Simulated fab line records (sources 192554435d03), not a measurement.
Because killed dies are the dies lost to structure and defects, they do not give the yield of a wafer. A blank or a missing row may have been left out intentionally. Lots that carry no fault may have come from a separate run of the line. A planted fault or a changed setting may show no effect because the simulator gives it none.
Chamber matching | flow n5 finfet | N5_HKMG_FIN_PWFM_ALD_03 on ald metal-02 has 4 sister chambers
The step deposits TiN, target thk 2 nm, pulse time 1 s, purge time 3 s. 16 wafers are shown with their chamber, then 8 later ones without.

WAFERS WITH THEIR CHAMBER
wafer  | chamber | heater power w (W) | heater power outer w (W) | precursor pulse height rel
L074.1 | 1       | 798                | 512                      | 0.959
L074.3 | 2       | 894                | 567                      | 0.988
L074.6 | 1       | 791                | 505                      | 0.999
L077.1 | 1       | 782                | 504                      | 0.982
L077.3 | 2       | 900                | 570                      | 0.978
L077.6 | 1       | 798                | 502                      | 0.992
L076.1 | 3       | 1079               | 665                      | 1.047
L076.3 | 2       | 894                | 576                      | 0.993
L076.6 | 0       | 906                | 586                      | 0.989
L078.2 | 3       | 1068               | 677                      | 1.027
L078.4 | 0       | 880                | 594                      | 1.015
L078.5 | 0       | 930                | 595                      | 1.041
L083.1 | 0       | 928                | 571                      | 1.027
L083.5 | 2       | 905                | 570                      | 0.972
L083.6 | 3       | 1076               | 650                      | 1.007
L085.3 | 0       | 913                | 567                      | 1.006

SIGNATURES (averages over the wafers above)
reading                    | chamber 0 | chamber 1 | chamber 2 | chamber 3 | scatter within a chamber
heater power w             | 911.40    | 792.25    | 898.25    | 1074.33   | 12.8
heater power outer w       | 582.60    | 505.75    | 570.75    | 664.00    | 9.74
precursor pulse height rel | 1.01560   | 0.98300   | 0.98275   | 1.02700   | 0.0172
Rule: for a wafer and a chamber, the distance is found by dividing, reading by reading, the gap between the wafer's reading and the chamber's mean by the reading's scatter, squaring, summing and taking the root. The wafer belongs to the nearest chamber; if the next one is less than 2 further off, it can't be placed. The scatter: take each reading less its chamber's mean, square it, sum over the shown wafers, divide by the number of wafers less the number of chambers, and take the root.

WAFERS WITHOUT THEIR CHAMBER
wafer  | heater power w (W) | heater power outer w (W) | precursor pulse height rel
L085.5 | 791                | 499                      | 1.011
L085.6 | 905                | 569                      | 0.996
L093.3 | 905                | 572                      | 0.992
L093.4 | 906                | 575                      | 0.987
L093.6 | 916                | 568                      | 1.031
L095.2 | 1085               | 663                      | 1.021
L095.4 | 939                | 590                      | 1.006
L095.6 | 903                | 552                      | 0.994

EACH ONE'S CHAMBER
wafer  | from the rows above     | in truth
L085.5 | 1                       | 1
L085.6 | can't be placed: 2 or 0 | 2
L093.3 | can't be placed: 2 or 0 | 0
L093.4 | can't be placed: 2 or 0 | 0
L093.6 | can't be placed: 0 or 2 | 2
L095.2 | 3                       | 3
L095.4 | can't be placed: 0 or 2 | 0
L095.6 | can't be placed: 2 or 0 | 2
Correctly placed: 2 of 8. Not placeable from these rows: 6 (in 6, the candidates include the true chamber). Number placed wrongly: 0.
